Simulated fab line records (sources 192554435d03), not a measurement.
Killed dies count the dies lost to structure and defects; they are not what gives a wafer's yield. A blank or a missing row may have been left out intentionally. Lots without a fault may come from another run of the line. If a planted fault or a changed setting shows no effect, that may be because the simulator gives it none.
Split-lot study / flow n5 finfet / 7 lots, 39 wafers read, on a route of 1938 steps

## THE SPLIT
At N5_SD_EPI_N_DESCUM_14 (chemistry O2, time 7.9 s), the setting time s was moved away from the recipe's 7.9 s on 12 of the 39 wafers read, by -50.4% to +56.7%. For the rest of the wafers, this setting stayed at what the recipe calls for.

The reading comes from the split's own step.

## THE READING
CAR-ArF-block_of_SD_EPI_N_COAT_03.thk nm (the simulator's own value, which no gauge read), in nm, at N5_SD_EPI_N_DESCUM_14 (chemistry O2, time 7.9 s). The file does not state a usual value for it. Here, 27 wafers ran the recipe; their average is 143.5 nm with a standard deviation of 0.29 nm.

wafer=L077.1; tool, chamber at the split=rie diel-05, 1,0,3; time s as run, s=7.9; against the recipe=recipe; CAR-ArF-block_of_SD_EPI_N_COAT_03.thk nm, nm=143.8; against lot-mates on the recipe=-
wafer=L077.2; tool, chamber at the split=rie diel-05, 1,0,3; time s as run, s=7.9; against the recipe=recipe; CAR-ArF-block_of_SD_EPI_N_COAT_03.thk nm, nm=143.8; against lot-mates on the recipe=-
wafer=L077.5; tool, chamber at the split=rie diel-05, 1,0,3; time s as run, s=7.9; against the recipe=recipe; CAR-ArF-block_of_SD_EPI_N_COAT_03.thk nm, nm=143.8; against lot-mates on the recipe=-
wafer=L077.3; tool, chamber at the split=rie diel-05, 2; time s as run, s=7.9; against the recipe=recipe; CAR-ArF-block_of_SD_EPI_N_COAT_03.thk nm, nm=143.6; against lot-mates on the recipe=-
wafer=L077.4; tool, chamber at the split=rie diel-05, 3; time s as run, s=7.9; against the recipe=recipe; CAR-ArF-block_of_SD_EPI_N_COAT_03.thk nm, nm=143.4; against lot-mates on the recipe=-
wafer=L077.6; tool, chamber at the split=rie diel-05, 2; time s as run, s=7.9; against the recipe=recipe; CAR-ArF-block_of_SD_EPI_N_COAT_03.thk nm, nm=144; against lot-mates on the recipe=-
wafer=L082.1; tool, chamber at the split=rie diel-04, 1; time s as run, s=7.9; against the recipe=recipe; CAR-ArF-block_of_SD_EPI_N_COAT_03.thk nm, nm=143.4; against lot-mates on the recipe=-
wafer=L082.2; tool, chamber at the split=rie diel-04, 0,3; time s as run, s=7.9; against the recipe=recipe; CAR-ArF-block_of_SD_EPI_N_COAT_03.thk nm, nm=143.8; against lot-mates on the recipe=-
wafer=L082.4; tool, chamber at the split=rie diel-04, 0,3; time s as run, s=7.9; against the recipe=recipe; CAR-ArF-block_of_SD_EPI_N_COAT_03.thk nm, nm=143.8; against lot-mates on the recipe=-
wafer=L083.1; tool, chamber at the split=rie diel-05, 0,1; time s as run, s=7.9; against the recipe=recipe; CAR-ArF-block_of_SD_EPI_N_COAT_03.thk nm, nm=143.6; against lot-mates on the recipe=-
wafer=L083.4; tool, chamber at the split=rie diel-05, 0,1; time s as run, s=7.9; against the recipe=recipe; CAR-ArF-block_of_SD_EPI_N_COAT_03.thk nm, nm=143.6; against lot-mates on the recipe=-
wafer=L083.2; tool, chamber at the split=rie diel-05, 3; time s as run, s=7.9; against the recipe=recipe; CAR-ArF-block_of_SD_EPI_N_COAT_03.thk nm, nm=144; against lot-mates on the recipe=-
wafer=L083.3; tool, chamber at the split=rie diel-05, 2; time s as run, s=12.38; against the recipe=+56.7%; CAR-ArF-block_of_SD_EPI_N_COAT_03.thk nm, nm=140.6; against lot-mates on the recipe=-3.1
wafer=L083.5; tool, chamber at the split=rie diel-05, 2; time s as run, s=12.38; against the recipe=+56.7%; CAR-ArF-block_of_SD_EPI_N_COAT_03.thk nm, nm=141; against lot-mates on the recipe=-2.7
wafer=L083.6; tool, chamber at the split=rie diel-05, 3; time s as run, s=12.38; against the recipe=+56.7%; CAR-ArF-block_of_SD_EPI_N_COAT_03.thk nm, nm=140.8; against lot-mates on the recipe=-2.9
wafer=L086.1; tool, chamber at the split=rie diel-04, 2; time s as run, s=9.615; against the recipe=+21.7%; CAR-ArF-block_of_SD_EPI_N_COAT_03.thk nm, nm=142.2; against lot-mates on the recipe=-1.3
wafer=L086.2; tool, chamber at the split=rie diel-04, 3; time s as run, s=7.9; against the recipe=recipe; CAR-ArF-block_of_SD_EPI_N_COAT_03.thk nm, nm=143.2; against lot-mates on the recipe=-
wafer=L086.3; tool, chamber at the split=rie diel-04, 0; time s as run, s=7.9; against the recipe=recipe; CAR-ArF-block_of_SD_EPI_N_COAT_03.thk nm, nm=143.8; against lot-mates on the recipe=-
wafer=L086.4; tool, chamber at the split=rie diel-04, 1,0; time s as run, s=9.615; against the recipe=+21.7%; CAR-ArF-block_of_SD_EPI_N_COAT_03.thk nm, nm=142.6; against lot-mates on the recipe=-0.9
wafer=L086.6; tool, chamber at the split=rie diel-04, 1,0; time s as run, s=9.615; against the recipe=+21.7%; CAR-ArF-block_of_SD_EPI_N_COAT_03.thk nm, nm=142.6; against lot-mates on the recipe=-0.9
wafer=L086.5; tool, chamber at the split=rie diel-04, 1; time s as run, s=7.9; against the recipe=recipe; CAR-ArF-block_of_SD_EPI_N_COAT_03.thk nm, nm=143.4; against lot-mates on the recipe=-
wafer=L091.1; tool, chamber at the split=rie diel-04, 2; time s as run, s=7.9; against the recipe=recipe; CAR-ArF-block_of_SD_EPI_N_COAT_03.thk nm, nm=143.4; against lot-mates on the recipe=-
wafer=L091.2; tool, chamber at the split=rie diel-04, 3; time s as run, s=7.9; against the recipe=recipe; CAR-ArF-block_of_SD_EPI_N_COAT_03.thk nm, nm=143.2; against lot-mates on the recipe=-
wafer=L091.3; tool, chamber at the split=rie diel-04, 0,1; time s as run, s=7.9; against the recipe=recipe; CAR-ArF-block_of_SD_EPI_N_COAT_03.thk nm, nm=143.6; against lot-mates on the recipe=-
wafer=L091.4; tool, chamber at the split=rie diel-04, 0,1; time s as run, s=7.9; against the recipe=recipe; CAR-ArF-block_of_SD_EPI_N_COAT_03.thk nm, nm=143.6; against lot-mates on the recipe=-
wafer=L091.5; tool, chamber at the split=rie diel-04, 3; time s as run, s=7.9; against the recipe=recipe; CAR-ArF-block_of_SD_EPI_N_COAT_03.thk nm, nm=143.8; against lot-mates on the recipe=-
wafer=L091.6; tool, chamber at the split=rie diel-04, 2; time s as run, s=7.9; against the recipe=recipe; CAR-ArF-block_of_SD_EPI_N_COAT_03.thk nm, nm=143; against lot-mates on the recipe=-
wafer=L093.1; tool, chamber at the split=rie diel-04, 3; time s as run, s=3.919; against the recipe=-50.4%; CAR-ArF-block_of_SD_EPI_N_COAT_03.thk nm, nm=145.4; against lot-mates on the recipe=+2.3
wafer=L093.2; tool, chamber at the split=rie diel-04, 0; time s as run, s=7.9; against the recipe=recipe; CAR-ArF-block_of_SD_EPI_N_COAT_03.thk nm, nm=143.2; against lot-mates on the recipe=-
wafer=L093.3; tool, chamber at the split=rie diel-04, 2; time s as run, s=7.9; against the recipe=recipe; CAR-ArF-block_of_SD_EPI_N_COAT_03.thk nm, nm=142.8; against lot-mates on the recipe=-
wafer=L093.4; tool, chamber at the split=rie diel-04, 0,3; time s as run, s=3.919; against the recipe=-50.4%; CAR-ArF-block_of_SD_EPI_N_COAT_03.thk nm, nm=145.6; against lot-mates on the recipe=+2.5
wafer=L093.6; tool, chamber at the split=rie diel-04, 0,3; time s as run, s=3.919; against the recipe=-50.4%; CAR-ArF-block_of_SD_EPI_N_COAT_03.thk nm, nm=145.6; against lot-mates on the recipe=+2.5
wafer=L093.5; tool, chamber at the split=rie diel-04, 2; time s as run, s=7.9; against the recipe=recipe; CAR-ArF-block_of_SD_EPI_N_COAT_03.thk nm, nm=143.4; against lot-mates on the recipe=-
wafer=L095.1; tool, chamber at the split=rie diel-02, 1; time s as run, s=7.9; against the recipe=recipe; CAR-ArF-block_of_SD_EPI_N_COAT_03.thk nm, nm=143.2; against lot-mates on the recipe=-
wafer=L095.2; tool, chamber at the split=rie diel-02, 3,1; time s as run, s=6.244; against the recipe=-21.0%; CAR-ArF-block_of_SD_EPI_N_COAT_03.thk nm, nm=144.4; against lot-mates on the recipe=+1.0
wafer=L095.5; tool, chamber at the split=rie diel-02, 3,1; time s as run, s=6.244; against the recipe=-21.0%; CAR-ArF-block_of_SD_EPI_N_COAT_03.thk nm, nm=144.4; against lot-mates on the recipe=+1.0
wafer=L095.3; tool, chamber at the split=rie diel-02, 2; time s as run, s=7.9; against the recipe=recipe; CAR-ArF-block_of_SD_EPI_N_COAT_03.thk nm, nm=143.4; against lot-mates on the recipe=-
wafer=L095.4; tool, chamber at the split=rie diel-02, 0; time s as run, s=7.9; against the recipe=recipe; CAR-ArF-block_of_SD_EPI_N_COAT_03.thk nm, nm=143.6; against lot-mates on the recipe=-
wafer=L095.6; tool, chamber at the split=rie diel-02, 2; time s as run, s=6.244; against the recipe=-21.0%; CAR-ArF-block_of_SD_EPI_N_COAT_03.thk nm, nm=143.8; against lot-mates on the recipe=+0.4
If several chambers appear in one row, that row covers several wafers at once and the file leaves open which wafer was in which chamber.

FIT RESULTS
A straight line over all 39 wafers: CAR-ArF-block_of_SD_EPI_N_COAT_03.thk nm changes by -0.0439 nm for each +1% of time s; r = -0.96; the points scatter about the line by 0.29 nm.
The same after taking each lot's own level away (the mean of its wafers on the recipe; 39 wafers): -0.0488 nm for each +1%; r = -0.98; scatter 0.23 nm.
According to that fit, moving time s by its largest amount changes the reading by 2.8 nm.
From 143.13 to 143.73 nm: that is the span of the lots' own levels, equal to 2.0 times the standard deviation above.
Thus the slope moves with the lot-to-lot level: the two fits are different.
Check: with one of the wafers moved furthest among these (+56.7%) left out of the fit, the line predicts -2.72 nm for it against its lot-mates. Against them it came out at -3.13 nm.

## THESE WAFERS: OTHER SPLITS
Before the reading, these wafers also passed through other splits. Each is held against what the fit with the lots' levels taken away leaves over:
other split on the same wafers=N5_ZERO_LAYER_DEVELOP_10 develop time s; wafers away from the commonest value=18; r with CAR-ArF-block_of_SD_EPI_N_COAT_03.thk nm (lot level and that fit taken away)=+0.33
other split on the same wafers=N5_FIN_SAQP_ETCH_65 time s; wafers away from the commonest value=15; r with CAR-ArF-block_of_SD_EPI_N_COAT_03.thk nm (lot level and that fit taken away)=+0.02

## FILE'S OWN FIT
CAR-ArF-block_of_SD_EPI_N_COAT_03.thk nm changes by -0.0489 nm for each +1% of time s, r = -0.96.
